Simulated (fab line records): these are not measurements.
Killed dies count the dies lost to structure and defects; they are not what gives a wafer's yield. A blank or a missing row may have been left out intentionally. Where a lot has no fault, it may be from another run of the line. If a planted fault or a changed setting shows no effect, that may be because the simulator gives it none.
Which tool is to blame? / flow n5Finfet / 30 wafers from 10 lots sampled at 4 of the route's 1938 steps

== WHAT THE GAUGES READ, wafer by wafer ==
N5_BEOL_M10_THK_MEAS_53: measures by xrf.
lot=L970; measured=day 10 21:37; on=filmMetro-01; M10_THK (nm)=144 141 144
lot=L973; measured=day 11 11:59; on=filmMetro-01; M10_THK (nm)=144 141 141
lot=L974; measured=day 11 15:49; on=filmMetro-02; M10_THK (nm)=138 139 139
lot=L975; measured=day 11 16:28; on=filmMetro-02; M10_THK (nm)=137 147 136
lot=L977; measured=day 12 18:31; on=filmMetro-02; M10_THK (nm)=147 145 138
lot=L980; measured=day 13 00:17; on=filmMetro-01; M10_THK (nm)=141 138 138
lot=L979; measured=day 13 01:17; on=filmMetro-01; M10_THK (nm)=143 143 143
lot=L983; measured=day 14 09:59; on=filmMetro-01; M10_THK (nm)=137 136 142
lot=L986; measured=day 14 15:33; on=filmMetro-02; M10_THK (nm)=145 143 140
lot=L988; measured=day 14 22:59; on=filmMetro-01; M10_THK (nm)=146 142 147

== WHAT TOOL EACH LOT RAN ON (gives the tool, then ch and the chambers of the sampled wafers, and finally the start) ==
lot=L970; N5_BEOL_M10_PECVD_70=pecvd-03 ch 0,1, day 10 15:30; N5_BEOL_M10_ETCH_41=rieDiel-05 ch 1,3, day 10 21:21 or earlier; N5_BEOL_M10_CMP_52=cmp-02 ch 0,3, day 10 21:21
lot=L973; N5_BEOL_M10_PECVD_70=pecvd-03 ch 0,1, day 11 04:44; N5_BEOL_M10_ETCH_41=rieDiel-06 ch 1,2,3, day 11 11:42 or earlier; N5_BEOL_M10_CMP_52=cmp-01 ch 0,2,3, day 11 11:42
lot=L974; N5_BEOL_M10_PECVD_70=pecvd-04 ch 0,1,2, day 11 10:26; N5_BEOL_M10_ETCH_41=rieDiel-06 ch 1,2, day 11 15:31 or earlier; N5_BEOL_M10_CMP_52=cmp-03 ch 2,3, day 11 15:31
lot=L975; N5_BEOL_M10_PECVD_70=pecvd-04 ch 1,2, day 11 10:43; N5_BEOL_M10_ETCH_41=rieDiel-05 ch 0,1,3, day 11 16:14 or earlier; N5_BEOL_M10_CMP_52=cmp-03 ch 0,1,2, day 11 16:14
lot=L977; N5_BEOL_M10_PECVD_70=pecvd-04 ch 1,2, day 12 08:38; N5_BEOL_M10_ETCH_41=rieDiel-01 ch 0,1,3, day 12 18:16 or earlier; N5_BEOL_M10_CMP_52=cmp-02 ch 2,3, day 12 18:16
lot=L980; N5_BEOL_M10_PECVD_70=pecvd-02 ch 0,1,2, day 12 15:35; N5_BEOL_M10_ETCH_41=rieDiel-01 ch 1,2, day 13 00:00 or earlier; N5_BEOL_M10_CMP_52=cmp-03 ch 1,3, day 13 00:00
lot=L979; N5_BEOL_M10_PECVD_70=pecvd-04 ch 0,1,2, day 12 16:25; N5_BEOL_M10_ETCH_41=rieDiel-01 ch 0,3, day 13 01:01 or earlier; N5_BEOL_M10_CMP_52=cmp-01 ch 1,2,3, day 13 01:01
lot=L983; N5_BEOL_M10_PECVD_70=pecvd-04 ch 1,2, day 14 01:16; N5_BEOL_M10_ETCH_41=rieDiel-01 ch 0,1,2, day 14 09:41 or earlier; N5_BEOL_M10_CMP_52=cmp-01 ch 1,2, day 14 09:41
lot=L986; N5_BEOL_M10_PECVD_70=pecvd-02 ch 0,2, day 14 06:07; N5_BEOL_M10_ETCH_41=rieDiel-01 ch 0,2,3, day 14 15:16 or earlier; N5_BEOL_M10_CMP_52=cmp-01 ch 0,1,2, day 14 15:16
lot=L988; N5_BEOL_M10_PECVD_70=pecvd-02 ch 2, day 14 14:22; N5_BEOL_M10_ETCH_41=rieDiel-01 ch 0,3, day 14 22:46 or earlier; N5_BEOL_M10_CMP_52=cmp-03 ch 0,1,3, day 14 22:46
- N5_BEOL_M10_PECVD_70: deposits SiO2 from TEOS/O2, target thk 20 nm, time 22.7 s.
- N5_BEOL_M10_ETCH_41: etches SiCN in CH3F/O2, target depth 42.6 nm, time 86 s.
- N5_BEOL_M10_CMP_52: polishes, stops on SiCOH lowk, t overpolish 7 s, target thk 140 nm.

== THE ANSWER, worked out from the rows above alone ==
Rule: usual is defined by the lots themselves. The widest of any qualifying gaps counts: lots, ordered by their means at a reading, are off when they make up no more than a third of the lots, leave a main group of 4 or more, and stand apart from it by 3 or more times the standard deviation of that group's means. If all means in a main group match to the digits the tables above print for the reading, that group is not used. A lot without any number at a reading at which 4 lots or more have one is off too. Where the step has rows for the other lots, those lots are counted as sound.
None of the lots is off at any reading shown; this tells nothing.

== WHAT THE SIMULATOR HAD INSERTED ==
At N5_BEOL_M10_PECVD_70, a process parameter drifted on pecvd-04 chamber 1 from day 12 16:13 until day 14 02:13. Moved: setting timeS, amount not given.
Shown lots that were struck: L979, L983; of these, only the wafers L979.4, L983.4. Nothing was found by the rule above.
